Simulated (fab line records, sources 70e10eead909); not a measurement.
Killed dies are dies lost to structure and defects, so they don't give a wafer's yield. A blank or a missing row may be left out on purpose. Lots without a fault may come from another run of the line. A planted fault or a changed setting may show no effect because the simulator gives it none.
Chamber matching | flow nand_harc | NHARC_A_ZERO_WELL_DESCUM_12 on rie_diel-07: 4 sister chambers
The step chemistry O2, time 3 s. 18 wafers are shown with their chamber, then 9 later ones without.

WAFERS WITH THEIR CHAMBER
wafer  | chamber | drypump_motor_current_A (A) | oes_product_au (a.u.) | throttle_valve_pct (%)
L399.2 | 3       | 6.0                         | 1.008                 | 11.325
L399.4 | 2       | 5.1                         | 1.005                 | 11.321
L399.6 | 3       | 6.0                         | 1.006                 | 11.320
L402.1 | 2       | 5.1                         | 0.998                 | 11.310
L402.4 | 1       | 6.5                         | 0.997                 | 11.315
L402.6 | 3       | 6.0                         | 1.010                 | 11.318
L407.1 | 2       | 5.1                         | 0.994                 | 11.302
L407.2 | 0       | 5.5                         | 0.998                 | 11.329
L407.5 | 2       | 5.1                         | 0.996                 | 11.318
L409.1 | 0       | 5.5                         | 1.004                 | 11.325
L409.2 | 3       | 6.0                         | 1.017                 | 11.306
L409.5 | 2       | 5.1                         | 1.008                 | 11.309
L410.1 | 3       | 6.0                         | 1.012                 | 11.318
L410.4 | 0       | 5.5                         | 1.004                 | 11.314
L410.5 | 2       | 5.1                         | 0.995                 | 11.303
L411.1 | 1       | 6.4                         | 1.016                 | 11.313
L411.2 | 0       | 5.5                         | 1.000                 | 11.309
L411.6 | 0       | 5.5                         | 0.996                 | 11.326

SIGNATURES (means of the wafers above)
reading                 | chamber 0 | chamber 1 | chamber 2 | chamber 3 | scatter within a chamber
drypump_motor_current_A | 5.500     | 6.450     | 5.100     | 6.000     | 0.0189
oes_product_au          | 1.00040   | 1.00650   | 0.99933   | 1.01060   | 0.0058
throttle_valve_pct      | 11.32060  | 11.31400  | 11.31050  | 11.31740  | 0.00752
Rule: a wafer's distance from a chamber is the root of the sum, over the readings, of the square of ((its reading less the chamber's mean) divided by the reading's scatter). The wafer belongs to the nearest chamber; if the next one is less than 2 further off, it can't be placed. The scatter: the root of (the sum of the squares of (reading less its chamber's mean) over the shown wafers, divided by (wafers less chambers)).

WAFERS WITHOUT THEIR CHAMBER
wafer  | drypump_motor_current_A (A) | oes_product_au (a.u.) | throttle_valve_pct (%)
L412.2 | 6.0                         | 1.002                 | 11.304
L412.4 | 5.5                         | 1.002                 | 11.304
L412.6 | 5.1                         | 1.001                 | 11.304
L413.1 | 5.1                         | 1.009                 | 11.316
L413.3 | 5.5                         | 1.013                 | 11.325
L413.6 | 5.1                         | 0.999                 | 11.305
L420.2 | 6.4                         | 0.996                 | 11.320
L420.4 | 5.5                         | 1.011                 | 11.314
L420.6 | 5.1                         | 1.000                 | 11.314

WHICH CHAMBER EACH WENT THROUGH
wafer  | from the rows above | in truth
L412.2 | 3                   | 3
L412.4 | 0                   | 0
L412.6 | 2                   | 2
L413.1 | 2                   | 2
L413.3 | 0                   | 0
L413.6 | 2                   | 2
L420.2 | 1                   | 1
L420.4 | 0                   | 0
L420.6 | 2                   | 2
Placed correctly: 9 of 9. Can't be placed from these rows: 0. Placed wrongly: 0.
